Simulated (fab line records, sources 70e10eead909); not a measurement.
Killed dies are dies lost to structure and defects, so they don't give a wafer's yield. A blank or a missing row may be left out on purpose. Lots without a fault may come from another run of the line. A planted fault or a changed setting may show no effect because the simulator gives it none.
fab line records | flow nand_harc | part 1 of 2: steps 1 to 31 of 43
record lots=5 wafers=15 last_day=33
route steps=1302 shown A_DECK1_JOINT@539 A_ONON_D2@545 A_CHANNEL_HOLE_D2@570
lots that met no fault: from a run of the same line without faults
start_h: hours from the record's first day to the start of the lot's first wafer shown | wait_h: hours since the lot's step before | " the same as in the row above | L1.1+2: a row that stands for several wafers | - no value, or no start given | * or withheld: withheld | < > ~ a bound
route shown NAME@n: a module of which the file shows steps, and the number in the route of the first | usual: mean/standard deviation of fault-free wafers | same: alike in all rows | chamber/n: place in a boat | sites: the reading at each site | _std_site: their standard deviation | _edge_site: outer sites' mean less inner sites' | radius_mm: how far each site lies from the wafer's centre | mask NAME#n: copy n | behind: the tool/chamber that last shaped the wafer | hold: why the lot was held/for how many hours/how that ended | device: the transistor (n, p or np) that didn't switch | end of line: the same wafers' tests at the end of the route | a step without rows: its recipe alone | killed: dies lost to structure and defects at the first sort, not the wafer's yield | map: a wafer's dies, x killed, . not, _ none there
set.NAME: the setting as run; set.NAME@STEP: as run at that earlier step | model.NAME: the simulator's own value behind a step, which no gauge read
lots at some steps of the route; a table a step, a row a wafer
services: from which hour (start_h, from the record's first day; less than 0 if before it) a tool's chamber was out of use, for how many hours, and why
## steps
# step NHARC_A_DECK1_JOINT_CMP_02
# recipe material=SiOx
# usual motor_current_A=12.3/1 retaining_ring_pressure_frac=1.000/0.0052
# columns lot.wafer tool chamber start_h wait_h motor_current_A retaining_ring_pressure_frac
L074.3 cmp-03 0 282.24 0.4 13.1 1.007
L074.4 " 1 " " 12.8 0.999
L074.6 " 2 " " 11.9 1.001
L078.4 cmp-03 1 324.21 0.4 11.5 1.010
L078.1 " 2 " " 12.5 1.004
L078.6 " 0 " " 13.7 0.998
L080.3 cmp-03 3 346.90 0.4 11.0 0.997
L080.1 " 0 " " 13.5 1.001
L080.5 " 2 " " 11.9 0.992
L091.1 cmp-03 0 448.28 0.4 14.4 0.996
L091.3 " 2 " " 11.7 1.004
L091.6 " 0 " " 12.9 0.994
L097.2 cmp-04 1 498.19 0.4 11.7 1.001
L097.4 " 2 " " 14.4 1.001
L097.5 " 2 " " 14.5 1.006
# step NHARC_A_DECK1_JOINT_SRD_15
# columns lot.wafer tool chamber start_h wait_h
L074.3+6+4 wet_bench-02 4,6,1 282.49 0.0
L078.6+1+4 wet_bench-02 0,4,5 324.48 0.0
L080.1+3+5 wet_bench-03 6,0,3 347.14 0.0
L091.6+3+1 wet_bench-06 0,3,5 448.56 0.0
L097.5+2+4 wet_bench-06 7,0,4 498.49 0.0
# step NHARC_A_DECK1_JOINT_DEP_16
# recipe target_thk_a=450 temp_c=400 pressure_torr=6.5 rf_w=900 teos_flow_sccm=161.4 flow_sccm=2650 target_thk_nm=45 gas=O2 material=SiO2
# usual heater_power_w=580/100 throttle_valve_pct=16.1/0.59
# columns lot.wafer tool chamber start_h wait_h heater_power_w throttle_valve_pct
L074.3 pecvd-04 1 282.64 0.1 442 15.6
L074.6 " 2 " " 773 15.9
L074.4 " 1 " " 458 15.6
L078.1 pecvd-02 2 324.63 0.1 537 16.7
L078.4 " 0 " " 478 15.5
L078.6 " 1 " " 750 15.6
L080.3 pecvd-03 0 347.26 0.1 640 15.3
L080.1 " 2 " " 610 16.8
L080.5 " 0 " " 635 15.6
L091.3 pecvd-03 1 448.65 0.1 361 17.1
L091.1 " 0 " " 547 15.1
L091.6 " 0 " " 556 15.1
L097.2 pecvd-04 2 498.78 0.3 610 15.8
L097.5 " 1 " " 539 15.5
L097.4 " 2 " " 619 15.7
# step NHARC_A_DECK1_JOINT_THK_MEAS_17
# recipe thk_meas_gauge=ellipsometry
# usual thk_nm=44.8/1.1
# columns lot.wafer tool chamber start_h wait_h thk_nm
L074.3 film_metro-01 - 282.86 0.2 46.0
L074.4 " - " " 46.1
L074.6 " - " " 44.3
L078.1 film_metro-02 - 324.85 0.2 46.3
L078.4 " - " " 45.7
L078.6 " - " " 45.2
L080.1 film_metro-02 - 347.54 0.2 41.8
L080.3 " - " " 44.1
L080.5 " - " " 45.9
L091.1 film_metro-01 - 448.93 0.2 44.5
L091.3 " - " " 45.4
L091.6 " - " " 46.0
L097.2 film_metro-01 - 499.03 0.2 44.9
L097.4 " - " " 46.2
L097.5 " - " " 46.2
# step NHARC_A_DECK1_JOINT_INSPECT_05
# usual raw_defect_count=313/110
# columns lot.wafer tool chamber start_h wait_h raw_defect_count
L074.3 defect_inspect-02 - 282.90 0.0 257
L074.4 " - " " 286
L074.6 " - " " 234
L078.1 defect_inspect-02 - 324.89 0.0 249
L078.4 " - " " 421
L078.6 " - " " 447
L080.1 defect_inspect-01 - 347.58 0.0 283
L080.3 " - " " 433
L080.5 " - " " 505
L091.1 defect_inspect-01 - 448.96 0.0 471
L091.3 " - " " 340
L091.6 " - " " 521
L097.2 defect_inspect-01 - 499.06 0.0 244
L097.4 " - " " 303
L097.5 " - " " 339
# step NHARC_A_ONON_D2_DEP_00
# recipe target_thk_a=10000 n2_flow_sccm=2750 n2o_flow_sccm=2000 nh3_flow_sccm=500 sih4_flow_sccm=210 temp_c=400
# columns lot.wafer tool chamber start_h wait_h
L074.3+4+6 pecvd_onon-01 0 283.08 0.2
L078.1+4+6 pecvd_onon-03 0 324.95 0.1
L080.1+3+5 pecvd_onon-03 0 347.64 0.1
L091.1+3+6 pecvd_onon-02 0 449.03 0.1
L097.2+4+5 pecvd_onon-03 0 499.19 0.1
# step NHARC_A_ONON_D2_THK_MEAS_02
# recipe thk_meas_gauge=ellipsometry
# usual thk_nm=1000/8.2
# columns lot.wafer tool chamber start_h wait_h thk_nm
L074.3 film_metro-02 - 283.47 - 1012
L074.4 " - " " 1009
L074.6 " - " " 1012
L078.1 film_metro-01 - 325.46 - 1007
L078.4 " - " " 1008
L078.6 " - " " 1008
L080.1 film_metro-02 - 348.16 - 990
L080.3 " - " " 990
L080.5 " - " " 988
L091.1 film_metro-01 - 449.54 - 1006
L091.3 " - " " 1006
L091.6 " - " " 1006
L097.2 film_metro-02 - 499.64 - 1001
L097.4 " - " " 1002
L097.5 " - " " 1001
# step NHARC_A_ONON_D2_DEP_03
# recipe target_thk_a=10000 n2_flow_sccm=2750 n2o_flow_sccm=2000 nh3_flow_sccm=500 sih4_flow_sccm=210 temp_c=400
# columns lot.wafer tool chamber start_h wait_h
L074.3+4+6 pecvd_onon-02 0 283.64 0.2
L078.1+4+6 pecvd_onon-02 0 325.52 0.1
L080.1+3+5 pecvd_onon-02 0 348.21 0.1
L091.1+3+6 pecvd_onon-01 0 449.60 0.1
L097.2+4+5 pecvd_onon-02 0 499.75 0.1
# step NHARC_A_ONON_D2_THK_MEAS_05
# recipe thk_meas_gauge=ellipsometry
# usual thk_nm=1002/6.5
# columns lot.wafer tool chamber start_h wait_h thk_nm
L074.3 film_metro-02 - 284.03 - 1007
L074.4 " - " " 1006
L074.6 " - " " 1008
L078.1 film_metro-01 - 326.03 - 995
L078.4 " - " " 996
L078.6 " - " " 996
L080.1 film_metro-01 - 348.72 - 1000
L080.3 " - " " 1000
L080.5 " - " " 999
L091.1 film_metro-02 - 450.11 - 987
L091.3 " - " " 988
L091.6 " - " " 988
L097.2 film_metro-02 - 500.20 - 1008
L097.4 " - " " 1009
L097.5 " - " " 1009
# step NHARC_A_ONON_D2_DEP_06
# recipe target_thk_a=10000 n2_flow_sccm=2750 n2o_flow_sccm=2000 nh3_flow_sccm=500 sih4_flow_sccm=210 temp_c=400
# columns lot.wafer tool chamber start_h wait_h
L074.3+4+6 pecvd_onon-01 0 284.20 0.2
L078.1+4+6 pecvd_onon-01 0 326.09 0.1
L080.1+3+5 pecvd_onon-01 0 348.77 0.1
L091.1+3+6 pecvd_onon-02 0 450.16 0.1
L097.2+4+5 pecvd_onon-01 0 500.32 0.1
# step NHARC_A_ONON_D2_THK_MEAS_08
# recipe thk_meas_gauge=ellipsometry
# usual thk_nm=999/9.4
# columns lot.wafer tool chamber start_h wait_h thk_nm
L074.3 film_metro-01 - 284.59 - 997
L074.4 " - " " 998
L074.6 " - " " 997
L078.1 film_metro-02 - 326.60 - 999
L078.4 " - " " 999
L078.6 " - " " 998
L080.1 film_metro-01 - 349.29 - 1003
L080.3 " - " " 1004
L080.5 " - " " 1003
L091.1 film_metro-01 - 450.68 - 991
L091.3 " - " " 992
L091.6 " - " " 993
L097.2 film_metro-02 - 500.77 - 1002
L097.4 " - " " 1003
L097.5 " - " " 1004
# step NHARC_A_ONON_D2_DEP_09
# recipe target_thk_a=10000 n2_flow_sccm=2750 n2o_flow_sccm=2000 nh3_flow_sccm=500 sih4_flow_sccm=210 temp_c=400
# columns lot.wafer tool chamber start_h wait_h
L074.3+4+6 pecvd_onon-03 0 284.76 0.2
L078.1+4+6 pecvd_onon-03 0 326.65 0.1
L080.1+3+5 pecvd_onon-03 0 349.34 0.1
L091.1+3+6 pecvd_onon-03 0 450.73 0.1
L097.2+4+5 pecvd_onon-01 0 500.88 0.1
# step NHARC_A_ONON_D2_THK_MEAS_11
# recipe thk_meas_gauge=ellipsometry
# usual thk_nm=1002/12
# columns lot.wafer tool chamber start_h wait_h thk_nm
L074.3 film_metro-01 - 285.16 - 1017
L074.4 " - " " 1018
L074.6 " - " " 1015
L078.1 film_metro-02 - 327.17 - 1006
L078.4 " - " " 1005
L078.6 " - " " 1005
L080.1 film_metro-02 - 349.86 - 972
L080.3 " - " " 972
L080.5 " - " " 972
L091.1 film_metro-01 - 451.24 - 1002
L091.3 " - " " 1002
L091.6 " - " " 1000
L097.2 film_metro-01 - 501.33 - 1007
L097.4 " - " " 1008
L097.5 " - " " 1008
# step NHARC_A_ONON_D2_DEP_12
# recipe target_thk_a=10000 n2_flow_sccm=2750 n2o_flow_sccm=2000 nh3_flow_sccm=500 sih4_flow_sccm=210 temp_c=400
# columns lot.wafer tool chamber start_h wait_h
L074.3+4+6 pecvd_onon-02 0 285.33 0.2
L078.1+4+6 pecvd_onon-02 0 327.23 0.1
L080.1+3+5 pecvd_onon-02 0 349.91 0.1
L091.1+3+6 pecvd_onon-02 0 451.30 0.1
L097.2+4+5 pecvd_onon-01 0 501.44 0.1
# step NHARC_A_ONON_D2_THK_MEAS_14
# recipe thk_meas_gauge=ellipsometry
# usual thk_nm=998/12
# columns lot.wafer tool chamber start_h wait_h thk_nm
L074.3 film_metro-01 - 285.72 - 1006
L074.4 " - " " 1008
L074.6 " - " " 1006
L078.1 film_metro-02 - 327.74 - 991
L078.4 " - " " 991
L078.6 " - " " 989
L080.1 film_metro-02 - 350.45 - 992
L080.3 " - " " 991
L080.5 " - " " 991
L091.1 film_metro-01 - 451.81 - 1002
L091.3 " - " " 1002
L091.6 " - " " 1003
L097.2 film_metro-01 - 501.89 - 998
L097.4 " - " " 997
L097.5 " - " " 997
# step NHARC_A_ONON_D2_ANNEAL_15
# recipe temp_c=750 time_s=3600
# usual spike_tc_lower_C=750.3/1.3 zone_power_top_pct=25.9/0.94
# same time_s=3600
# columns lot.wafer tool chamber start_h wait_h spike_tc_lower_C zone_power_top_pct
L074.3 furnace-04 0 289.56 3.8 749.2 23.6
L074.4 " 0 " " 749.8 24.3
L074.6 " 0 " " 750.3 23.6
L078.1 furnace-06 0 331.67 3.9 750.5 25.6
L078.4 " 0 " " 750.4 25.6
L078.6 " 0 " " 750.2 25.8
L080.1 furnace-06 0 353.78 3.3 752.7 26.0
L080.3 " 0 " " 750.8 25.7
L080.5 " 0 " " 751.2 26.4
L091.1 furnace-06 0 455.20 3.4 750.0 25.9
L091.3 " 0 " " 750.9 25.4
L091.6 " 0 " " 750.0 25.6
L097.2 furnace-08 0 504.76 2.9 749.8 26.5
L097.4 " 0 " " 749.1 26.1
L097.5 " 0 " " 749.6 26.5
# step NHARC_A_ONON_D2_DEP_16
# recipe target_thk_a=10000 n2_flow_sccm=2750 n2o_flow_sccm=2000 nh3_flow_sccm=500 sih4_flow_sccm=210 temp_c=400
# columns lot.wafer tool chamber start_h wait_h
L074.3+4+6 pecvd_onon-01 0 293.53 0.5
L078.1+4+6 pecvd_onon-03 0 335.47 0.4
L080.1+3+5 pecvd_onon-01 0 357.61 0.4
L091.1+3+6 pecvd_onon-03 0 459.02 0.4
L097.2+4+5 pecvd_onon-03 0 508.68 0.4
# step NHARC_A_ONON_D2_THK_MEAS_18
# recipe thk_meas_gauge=ellipsometry
# usual thk_nm=999/12
# columns lot.wafer tool chamber start_h wait_h thk_nm
L074.3 film_metro-02 - 293.93 - 990
L074.4 " - " " 991
L074.6 " - " " 992
L078.1 film_metro-01 - 335.98 - 1012
L078.4 " - " " 1015
L078.6 " - " " 1012
L080.1 film_metro-02 - 358.12 - 985
L080.3 " - " " 983
L080.5 " - " " 984
L091.1 film_metro-01 - 459.53 - 997
L091.3 " - " " 998
L091.6 " - " " 997
L097.2 film_metro-02 - 509.13 - 1000
L097.4 " - " " 998
L097.5 " - " " 998
# step NHARC_A_ONON_D2_DEP_19
# recipe target_thk_a=10000 n2_flow_sccm=2750 n2o_flow_sccm=2000 nh3_flow_sccm=500 sih4_flow_sccm=210 temp_c=400
# columns lot.wafer tool chamber start_h wait_h
L074.3+4+6 pecvd_onon-02 0 294.10 0.2
L078.1+4+6 pecvd_onon-01 0 336.03 0.1
L080.1+3+5 pecvd_onon-01 0 358.17 0.1
L091.1+3+6 pecvd_onon-02 0 459.58 0.1
L097.2+4+5 pecvd_onon-01 0 509.24 0.1
# step NHARC_A_ONON_D2_THK_MEAS_21
# recipe thk_meas_gauge=ellipsometry
# usual thk_nm=1002/8.3
# columns lot.wafer tool chamber start_h wait_h thk_nm
L074.3 film_metro-01 - 294.49 - 1004
L074.4 " - " " 1002
L074.6 " - " " 1006
L078.1 film_metro-01 - 336.55 - 986
L078.4 " - " " 986
L078.6 " - " " 988
L080.1 film_metro-01 - 358.68 - 1016
L080.3 " - " " 1015
L080.5 " - " " 1016
L091.1 film_metro-01 - 460.12 - 996
L091.3 " - " " 995
L091.6 " - " " 994
L097.2 film_metro-01 - 509.70 - 990
L097.4 " - " " 988
L097.5 " - " " 990
# step NHARC_A_ONON_D2_DEP_22
# recipe target_thk_a=10000 n2_flow_sccm=2750 n2o_flow_sccm=2000 nh3_flow_sccm=500 sih4_flow_sccm=210 temp_c=400
# columns lot.wafer tool chamber start_h wait_h
L074.3+4+6 pecvd_onon-03 0 294.66 0.2
L078.1+4+6 pecvd_onon-02 0 336.60 0.1
L080.1+3+5 pecvd_onon-01 0 358.74 0.1
L091.1+3+6 pecvd_onon-03 0 460.18 0.1
L097.2+4+5 pecvd_onon-02 0 509.81 0.1
# step NHARC_A_ONON_D2_THK_MEAS_24
# recipe thk_meas_gauge=ellipsometry
# usual thk_nm=999/8.8
# columns lot.wafer tool chamber start_h wait_h thk_nm
L074.3 film_metro-01 - 295.08 - 987
L074.4 " - " " 988
L074.6 " - " " 987
L078.1 film_metro-01 - 337.11 - 997
L078.4 " - " " 996
L078.6 " - " " 998
L080.1 film_metro-02 - 359.25 - 987
L080.3 " - " " 985
L080.5 " - " " 984
L091.1 film_metro-01 - 460.69 - 1004
L091.3 " - " " 1004
L091.6 " - " " 1004
L097.2 film_metro-01 - 510.26 - 1002
L097.4 " - " " 1004
L097.5 " - " " 1004
# step NHARC_A_ONON_D2_DEP_25
# recipe target_thk_a=10000 n2_flow_sccm=2750 n2o_flow_sccm=2000 nh3_flow_sccm=500 sih4_flow_sccm=210 temp_c=400
# columns lot.wafer tool chamber start_h wait_h
L074.3+4+6 pecvd_onon-01 0 295.25 0.2
L078.1+4+6 pecvd_onon-03 0 337.17 0.1
L080.1+3+5 pecvd_onon-01 0 359.30 0.1
L091.1+3+6 pecvd_onon-02 0 460.74 0.1
L097.2+4+5 pecvd_onon-02 0 510.38 0.1
# step NHARC_A_ONON_D2_THK_MEAS_27
# recipe thk_meas_gauge=ellipsometry
# usual thk_nm=999/8.9
# columns lot.wafer tool chamber start_h wait_h thk_nm
L074.3 film_metro-01 - 295.65 - 980
L074.4 " - " " 980
L074.6 " - " " 981
L078.1 film_metro-02 - 337.68 - 1005
L078.4 " - " " 1007
L078.6 " - " " 1006
L080.1 film_metro-02 - 359.81 - 997
L080.3 " - " " 995
L080.5 " - " " 997
L091.1 film_metro-01 - 461.25 - 1001
L091.3 " - " " 1001
L091.6 " - " " 1001
L097.2 film_metro-02 - 510.83 - 1000
L097.4 " - " " 1000
L097.5 " - " " 1000
# step NHARC_A_ONON_D2_DEP_28
# recipe target_thk_a=10000 n2_flow_sccm=2750 n2o_flow_sccm=2000 nh3_flow_sccm=500 sih4_flow_sccm=210 temp_c=400
# columns lot.wafer tool chamber start_h wait_h
L074.3+4+6 pecvd_onon-02 0 295.82 0.2
L078.1+4+6 pecvd_onon-01 0 337.74 0.1
L080.1+3+5 pecvd_onon-01 0 359.87 0.1
L091.1+3+6 pecvd_onon-03 0 461.31 0.1
L097.2+4+5 pecvd_onon-03 0 510.94 0.1
# step NHARC_A_ONON_D2_THK_MEAS_30
# recipe thk_meas_gauge=ellipsometry
# usual thk_nm=1002/9.2
# columns lot.wafer tool chamber start_h wait_h thk_nm
L074.3 film_metro-02 - 296.21 - 997
L074.4 " - " " 998
L074.6 " - " " 998
L078.1 film_metro-01 - 338.24 - 1013
L078.4 " - " " 1014
L078.6 " - " " 1013
L080.1 film_metro-01 - 360.37 - 1009
L080.3 " - " " 1008
L080.5 " - " " 1011
L091.1 film_metro-01 - 461.84 - 998
L091.3 " - " " 997
L091.6 " - " " 997
L097.2 film_metro-02 - 511.39 - 989
L097.4 " - " " 988
L097.5 " - " " 989
# step NHARC_A_ONON_D2_DEP_33
# recipe target_thk_a=2000 temp_c=400 pressure_torr=6.5 rf_w=900 teos_flow_sccm=161.4 flow_sccm=2650 target_thk_nm=200 gas=O2 material=SiO2
# usual heater_power_w=584/110 throttle_valve_pct=16.1/0.51
# columns lot.wafer tool chamber start_h wait_h heater_power_w throttle_valve_pct
L074.3 pecvd-04 0 296.27 0.1 684 16.0
L074.4 " 0 " " 677 16.3
L074.6 " 2 " " 721 15.7
L078.1 pecvd-04 0 338.35 0.1 663 16.2
L078.6 " 2 " " 649 15.4
L078.4 " 0 " " 689 16.2
L080.1 pecvd-04 2 360.43 0.1 768 15.7
L080.3 " 0 " " 622 16.3
L080.5 " 0 " " 640 16.0
L091.1 pecvd-01 1 461.90 0.1 554 16.3
L091.3 " 0 " " 476 16.1
L091.6 " 2 " " 609 16.6
L097.2 pecvd-03 2 511.54 0.1 636 17.0
L097.4 " 1 " " 417 17.0
L097.5 " 2 " " 627 16.6
# step NHARC_A_ONON_D2_THK_MEAS_34
# recipe thk_meas_gauge=ellipsometry
# usual thk_nm=199.2/2.7
# columns lot.wafer tool chamber start_h wait_h thk_nm
L074.3 film_metro-02 - 296.69 - 199.1
L074.4 " - " " 203.3
L074.6 " - " " 200.5
L078.1 film_metro-02 - 338.72 - 198.8
L078.4 " - " " 200.1
L078.6 " - " " 200.2
L080.1 film_metro-01 - 360.84 - 195.9
L080.3 " - " " 197.7
L080.5 " - " " 203.0
L091.1 film_metro-01 - 462.31 - 198.2
L091.3 " - " " 198.9
L091.6 " - " " 199.3
L097.2 film_metro-02 - 511.86 - 201.9
L097.4 " - " " 204.4
L097.5 " - " " 203.9
# step NHARC_A_ONON_D2_INSPECT_32
# usual raw_defect_count=391/140
# columns lot.wafer tool chamber start_h wait_h raw_defect_count
L074.3 defect_inspect-01 - 296.78 0.0 297
L074.4 " - " " 328
L074.6 " - " " 273
L078.1 defect_inspect-02 - 338.78 0.0 304
L078.4 " - " " 506
L078.6 " - " " 552
L080.1 defect_inspect-01 - 360.92 0.0 350
L080.3 " - " " 545
L080.5 " - " " 646
L091.1 defect_inspect-01 - 462.38 0.0 578
L091.3 " - " " 436
L091.6 " - " " 679
L097.2 defect_inspect-01 - 511.92 0.0 302
L097.4 " - " " 411
L097.5 " - " " 420
# step NHARC_A_CHANNEL_HOLE_D2_DEP_00
# recipe target_thk_a=31000 temp_c=400 material=aC
# usual throttle_valve_pct=35.001/0.0099
# columns lot.wafer tool chamber start_h wait_h throttle_valve_pct
L074.3 acl_dep-02 0 297.48 0.7 35.008
L074.4 " 0 " " 35.008
L074.6 " 0 " " 35.006
L078.1 acl_dep-02 0 340.94 2.2 34.993
L078.4 " 0 " " 34.980
L078.6 " 0 " " 34.995
L080.1 acl_dep-03 0 360.99 0.1 35.003
L080.3 " 0 " " 34.985
L080.5 " 0 " " 34.997
L091.1 acl_dep-03 0 462.45 0.1 35.003
L091.3 " 0 " " 35.019
L091.6 " 0 " " 34.987
L097.2 acl_dep-01 0 514.92 3.0 34.984
L097.4 " 0 " " 34.984
L097.5 " 0 " " 35.003
# step NHARC_A_CHANNEL_HOLE_D2_DEP_01
# recipe target_thk_a=1400 target_thk_nm=140 temp_c=400 pressure_torr=3.5 flow_sccm=200 rf_w=350 material=SiON
# usual heater_power_w=749/90
# columns lot.wafer tool chamber start_h wait_h heater_power_w
L074.3 pecvd-02 2 298.84 1.0 751
L074.4 " 0 " " 683
L074.6 " 1 " " 819
L078.1 pecvd-03 0 342.86 1.6 869
L078.4 " 1 " " 594
L078.6 " 2 " " 885
L080.1 pecvd-03 2 362.94 1.6 836
L080.3 " 0 " " 778
L080.5 " 2 " " 831
L091.1 pecvd-03 1 464.38 1.6 611
L091.3 " 2 " " 793
L091.6 " 0 " " 867
L097.2 pecvd-03 2 516.63 1.4 745
L097.5 " 0 " " 827
L097.4 " 1 " " 602
